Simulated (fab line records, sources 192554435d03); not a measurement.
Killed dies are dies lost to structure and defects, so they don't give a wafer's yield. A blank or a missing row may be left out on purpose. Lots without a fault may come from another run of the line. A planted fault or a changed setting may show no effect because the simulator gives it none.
Chamber matching | flow n5_finfet | N5_BEOL_M0_SAQP_HM_DEP_111 on pecvd-04: 3 sister chambers
The step deposits SiO2 from SiH4/N2O, target thk 12 nm, time 7.2 s. 6 wafers are shown with their chamber, then 6 later ones without.

WAFERS WITH THEIR CHAMBER
wafer  | chamber | showerhead_plenum_p_Torr (Torr) | heater_power_w (W)
L354.4 | 0       | 8.09                            | 591
L357.2 | 2       | 8.13                            | 671
L357.4 | 1       | 8.04                            | 730
L357.5 | 0       | 8.05                            | 697
L358.1 | 2       | 8.13                            | 666
L358.3 | 1       | 8.06                            | 785

WAFERS WITHOUT THEIR CHAMBER
wafer  | showerhead_plenum_p_Torr (Torr) | heater_power_w (W)
L358.6 | 8.12                            | 674
L359.1 | 8.09                            | 697
L359.3 | 8.07                            | 693
L373.1 | 8.05                            | 688
L373.3 | 8.09                            | 664
L373.5 | 8.10                            | 691

WHICH CHAMBER EACH WENT THROUGH
wafer  | from the rows above          | in truth
L358.6 | 2                            | 2
L359.1 | can't be placed: 0 or 2 or 1 | 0
L359.3 | can't be placed: 0 or 1      | 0
L373.1 | can't be placed: 0 or 1      | 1
L373.3 | can't be placed: 0 or 2 or 1 | 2
L373.5 | can't be placed: 2 or 0 or 1 | 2
Placed correctly: 1 of 6. Can't be placed from these rows: 5 (the true chamber is among the candidates in 5). Placed wrongly: 0.
How it was worked out, from the rows above alone: a wafer's distance from a chamber is the root of the sum, over the readings, of the square of ((its reading less the chamber's mean) divided by the reading's scatter). The wafer belongs to the nearest chamber; if the next one is less than 2 further off, it can't be placed. A chamber's mean is the mean of its shown wafers. The scatter: the root of (the sum of the squares of (reading less its chamber's mean) over the shown wafers, divided by (wafers less chambers)).
